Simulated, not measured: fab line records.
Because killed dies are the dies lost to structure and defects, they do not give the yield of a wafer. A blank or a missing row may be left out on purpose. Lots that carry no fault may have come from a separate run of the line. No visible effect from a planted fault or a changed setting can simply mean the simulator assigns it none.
The tool behind it: which one? | flow n5-finfet | 24 lots with 72 wafers sampled at 4 steps, on a route of 1938 steps

== WHAT THE GAUGES READ, wafer by wafer ==
N5_BEOL_M15_INSPECT_55: inspects for defects (darkfield).
lot  | measured     | on                | raw-defect-count
L074 | day 11 13:58 | defect-inspect-01 | 67 53 53
L075 | day 12 03:28 | defect-inspect-02 | 53 82 61
L076 | day 12 07:17 | defect-inspect-01 | 77 77 111
L077 | day 12 11:54 | defect-inspect-02 | 57 61 57
L078 | day 12 17:07 | defect-inspect-01 | 71 57 89
L079 | day 13 10:32 | defect-inspect-01 | 81 62 37
L084 | day 13 10:26 | defect-inspect-02 | 116 100 91
L080 | day 13 10:49 | defect-inspect-01 | 87 108 52
L081 | day 13 11:19 | defect-inspect-01 | 83 42 83
L082 | day 13 17:45 | defect-inspect-02 | 101 89 93
L083 | day 14 04:51 | defect-inspect-02 | 49 57 82
L086 | day 14 16:53 | defect-inspect-01 | 44 43 55
L085 | day 14 17:35 | defect-inspect-02 | 77 106 104
L088 | day 15 03:26 | defect-inspect-01 | 52 85 78
L087 | day 15 10:22 | defect-inspect-01 | 61 49 70
L089 | day 15 10:25 | defect-inspect-01 | 49 64 74
L090 | day 15 10:57 | defect-inspect-01 | 84 63 53
L092 | day 15 21:09 | defect-inspect-02 | 52 57 88
L095 | day 16 04:17 | defect-inspect-02 | 64 83 98
L093 | day 16 09:41 | defect-inspect-02 | 47 42 83
L094 | day 16 14:40 | defect-inspect-02 | 82 92 60
L096 | day 17 03:53 | defect-inspect-02 | 71 50 97
L097 | day 17 10:30 | defect-inspect-01 | 75 104 53
L091 | day 18 01:24 | defect-inspect-01 | 147 83 89

== WHICH TOOL RAN EACH LOT (tool, then ch and the chambers of the sampled wafers, then the start) ==
lot  | N5_BEOL_M14_ANNEAL_48            | N5_BEOL_M15_DESCUM_33              | N5_BEOL_M15_SPUTTER_44
L074 | rtp-anneal-02 ch 0, day 11 07:05 | rie-diel-03 ch 0,1,2, day 11 10:35 | pvd-sputter-01, day 11 12:47
L075 | rtp-anneal-01 ch 0, day 11 20:13 | rie-diel-03 ch 0,3, day 11 23:16   | pvd-sputter-02, day 12 02:16
L076 | rtp-anneal-01 ch 0, day 12 01:57 | rie-diel-05 ch 0,1,2, day 12 04:48 | pvd-sputter-01, day 12 06:05
L077 | rtp-anneal-01 ch 0, day 12 05:41 | rie-diel-04 ch 0,1,3, day 12 08:37 | pvd-sputter-03, day 12 10:41
L078 | rtp-anneal-01 ch 0, day 12 10:09 | rie-diel-05 ch 0,1,2, day 12 14:04 | pvd-sputter-02, day 12 15:56
L079 | rtp-anneal-01 ch 0, day 13 01:26 | rie-diel-04 ch 0,1,2, day 13 04:26 | pvd-sputter-02, day 13 09:14
L084 | rtp-anneal-02 ch 0, day 13 02:07 | rie-diel-03 ch 0,2, day 13 05:16   | pvd-sputter-01, day 13 09:13
L080 | rtp-anneal-01 ch 0, day 13 03:26 | rie-diel-05 ch 0,2,3, day 13 06:42 | pvd-sputter-02, day 13 09:34
L081 | rtp-anneal-02 ch 0, day 13 05:50 | rie-diel-05 ch 1,2,3, day 13 09:00 | pvd-sputter-01, day 13 10:07
L082 | rtp-anneal-02 ch 0, day 13 09:58 | rie-diel-03 ch 0,1,3, day 13 14:14 | pvd-sputter-01, day 13 16:33
L083 | rtp-anneal-01 ch 0, day 13 21:31 | rie-diel-05 ch 0,1, day 14 01:43   | pvd-sputter-03, day 14 03:40
L086 | rtp-anneal-01 ch 0, day 14 06:08 | rie-diel-05 ch 0,1, day 14 11:02   | pvd-sputter-01, day 14 15:30
L085 | rtp-anneal-01 ch 0, day 14 08:30 | rie-diel-05 ch 0,2,3, day 14 13:31 | pvd-sputter-01, day 14 16:13
L088 | rtp-anneal-02 ch 0, day 14 21:03 | rie-diel-03 ch 2,3, day 15 01:05   | pvd-sputter-03, day 15 02:15
L087 | rtp-anneal-02 ch 0, day 15 02:22 | rie-diel-03 ch 1,2, day 15 06:32   | pvd-sputter-02, day 15 09:10
L089 | rtp-anneal-02 ch 0, day 15 03:13 | rie-diel-03 ch 1,2,3, day 15 07:19 | pvd-sputter-01, day 15 09:14
L090 | rtp-anneal-01 ch 0, day 15 05:22 | rie-diel-03 ch 1,2,3, day 15 08:53 | pvd-sputter-01, day 15 09:42
L092 | rtp-anneal-01 ch 0, day 15 13:31 | rie-diel-04 ch 2,3, day 15 16:32   | pvd-sputter-01, day 15 19:58
L095 | rtp-anneal-01 ch 0, day 15 21:50 | rie-diel-05 ch 0,1,2, day 16 00:50 | pvd-sputter-03, day 16 02:43
L093 | rtp-anneal-02 ch 0, day 16 02:43 | rie-diel-05 ch 2,3, day 16 05:43   | pvd-sputter-01, day 16 08:29
L094 | rtp-anneal-02 ch 0, day 16 09:04 | rie-diel-04 ch 0,1,3, day 16 12:16 | pvd-sputter-01, day 16 13:22
L096 | rtp-anneal-02 ch 0, day 16 21:03 | rie-diel-03 ch 0,1,2, day 17 00:08 | pvd-sputter-01, day 17 02:43
L097 | rtp-anneal-02 ch 0, day 17 03:23 | rie-diel-04 ch 1,2, day 17 07:16   | pvd-sputter-03, day 17 09:17
L091 | rtp-anneal-02 ch 0, day 17 16:57 | rie-diel-05 ch 2,3, day 17 20:11   | pvd-sputter-02, day 17 23:35
- N5_BEOL_M14_ANNEAL_48: time 90 s.
- N5_BEOL_M15_DESCUM_33: chemistry O2, time 7.9 s.
- N5_BEOL_M15_SPUTTER_44: material Ta, target thk 15 nm, time 24.19 s.

== WHAT THE TOOLS THEMSELVES READ (means of the sampled wafers that have a number; where no wafer has one, the mark that the record gives instead) ==
N5_BEOL_M14_ANNEAL_48.
lot  | tool          | wafer_temp_C_max
L074 | rtp-anneal-02 | 225.63
L075 | rtp-anneal-01 | 225.76
L076 | rtp-anneal-01 | 225.39
L077 | rtp-anneal-01 | 225.45
L078 | rtp-anneal-01 | 225.67
L079 | rtp-anneal-01 | 225.54
L084 | rtp-anneal-02 | 225.50
L080 | rtp-anneal-01 | 225.56
L081 | rtp-anneal-02 | 225.97
L082 | rtp-anneal-02 | 225.68
L083 | rtp-anneal-01 | 225.58
L086 | rtp-anneal-01 | 225.27
L085 | rtp-anneal-01 | 225.65
L088 | rtp-anneal-02 | 225.51
L087 | rtp-anneal-02 | 226.05
L089 | rtp-anneal-02 | 225.50
L090 | rtp-anneal-01 | 225.50
L092 | rtp-anneal-01 | 225.63
L095 | rtp-anneal-01 | 225.52
L093 | rtp-anneal-02 | 225.63
L094 | rtp-anneal-02 | 225.82
L096 | rtp-anneal-02 | 225.54
L097 | rtp-anneal-02 | 225.82
L091 | rtp-anneal-02 | 225.87

N5_BEOL_M15_DESCUM_33.
lot  | tool        | drypump-motor-current-A (A) | oes-product-au (a.u.) | rf-vpp-V (V) | showerhead-plenum-p-Torr (Torr) | throttle-valve-pct (%)
L074 | rie-diel-03 | 5.8                         | 0.75                  | 243.0        | 2.06                            | 20.41
L075 | rie-diel-03 | 5.6                         | 0.79                  | 243.6        | 2.13                            | 20.54
L076 | rie-diel-05 | 5.7                         | 0.84                  | 243.6        | 2.14                            | 20.44
L077 | rie-diel-04 | 5.9                         | 0.75                  | 242.1        | 2.03                            | 20.53
L078 | rie-diel-05 | 5.7                         | 0.82                  | 244.0        | 2.14                            | 20.45
L079 | rie-diel-04 | 5.5                         | 0.74                  | 242.7        | 2.08                            | 20.48
L084 | rie-diel-03 | 5.7                         | 0.76                  | 243.6        | 2.09                            | 20.46
L080 | rie-diel-05 | 5.7                         | 0.86                  | 244.0        | 2.09                            | 20.37
L081 | rie-diel-05 | 5.4                         | 0.87                  | 244.0        | 2.15                            | 20.23
L082 | rie-diel-03 | 5.8                         | 0.77                  | 243.2        | 2.09                            | 20.53
L083 | rie-diel-05 | 6.0                         | 0.81                  | 243.6        | 2.09                            | 20.57
L086 | rie-diel-05 | 5.7                         | 0.81                  | 244.3        | 2.14                            | 20.43
L085 | rie-diel-05 | 5.7                         | 0.84                  | 242.8        | 2.09                            | 20.39
L088 | rie-diel-03 | 6.1                         | 0.83                  | 244.0        | 2.17                            | 20.45
L087 | rie-diel-03 | 6.1                         | 0.73                  | 241.5        | 2.02                            | 20.43
L089 | rie-diel-03 | 6.1                         | 0.77                  | 243.4        | 2.10                            | 20.44
L090 | rie-diel-03 | 6.1                         | 0.77                  | 242.9        | 2.10                            | 20.45
L092 | rie-diel-04 | 5.2                         | 0.70                  | 242.8        | 2.10                            | 20.30
L095 | rie-diel-05 | 5.7                         | 0.81                  | 243.9        | 2.13                            | 20.51
L093 | rie-diel-05 | 5.4                         | 0.82                  | 243.8        | 2.14                            | 20.31
L094 | rie-diel-04 | 5.9                         | 0.74                  | 242.5        | 2.02                            | 20.55
L096 | rie-diel-03 | 5.9                         | 0.82                  | 243.4        | 2.13                            | 20.35
L097 | rie-diel-04 | 5.1                         | 0.76                  | 243.0        | 2.06                            | 20.64
L091 | rie-diel-05 | 5.4                         | 0.80                  | 244.4        | 2.14                            | 20.34

N5_BEOL_M15_SPUTTER_44.
lot  | tool           | bias-v (V) | cathode-dc-power-W (W) | throttle-valve-pct (%)
L074 | pvd-sputter-01 | 80.1       | 15001                  | 29.9
L075 | pvd-sputter-02 | 79.7       | 15004                  | 29.9
L076 | pvd-sputter-01 | 79.1       | 15002                  | 30.0
L077 | pvd-sputter-03 | 80.5       | 15000                  | 30.7
L078 | pvd-sputter-02 | 79.7       | 14999                  | 29.6
L079 | pvd-sputter-02 | 79.5       | 15001                  | 29.2
L084 | pvd-sputter-01 | 80.5       | 15002                  | 29.8
L080 | pvd-sputter-02 | 79.7       | 15002                  | 29.7
L081 | pvd-sputter-01 | 79.8       | 15001                  | 30.0
L082 | pvd-sputter-01 | 79.9       | 14999                  | 29.7
L083 | pvd-sputter-03 | 80.4       | 15002                  | 31.6
L086 | pvd-sputter-01 | 79.0       | 15004                  | 30.2
L085 | pvd-sputter-01 | 79.7       | 15001                  | 30.2
L088 | pvd-sputter-03 | 79.2       | 15000                  | 30.3
L087 | pvd-sputter-02 | 80.5       | 15001                  | 30.0
L089 | pvd-sputter-01 | 80.4       | 14999                  | 29.9
L090 | pvd-sputter-01 | 79.8       | 15001                  | 29.8
L092 | pvd-sputter-01 | 79.9       | 15000                  | 29.5
L095 | pvd-sputter-03 | 79.9       | 14998                  | 30.4
L093 | pvd-sputter-01 | 79.8       | 15000                  | 30.1
L094 | pvd-sputter-01 | 80.1       | 14999                  | 29.9
L096 | pvd-sputter-01 | 79.8       | 14997                  | 29.9
L097 | pvd-sputter-03 | 80.4       | 14999                  | 30.5
L091 | pvd-sputter-02 | 80.1       | 14998                  | 29.8

== THE ANSWER, worked out from the rows above alone ==
Rule: the usual values come from the lots themselves. The widest of any qualifying gaps counts: lots, ordered by their means at a reading, are off when they make up no more than a third of the lots, leave a main group of 4 or more, and stand apart from it by 3 or more times the standard deviation of that group's means. The tables above print the reading to a certain number of digits; a main group whose means all agree to those digits is not used. A lot without any number at a reading at which 4 lots or more have one is off too. All remaining lots with rows at the step are treated as sound. First the gauges in route order, then the tools' own readings, where a lot's mean is used as printed above. At the first step where some lot is off, the reading lying furthest off is the one used; lots without a number count as furthest.
None of the lots is off at any reading shown; this tells nothing.

== WHAT WAS PUT IN BY THE SIMULATOR ==
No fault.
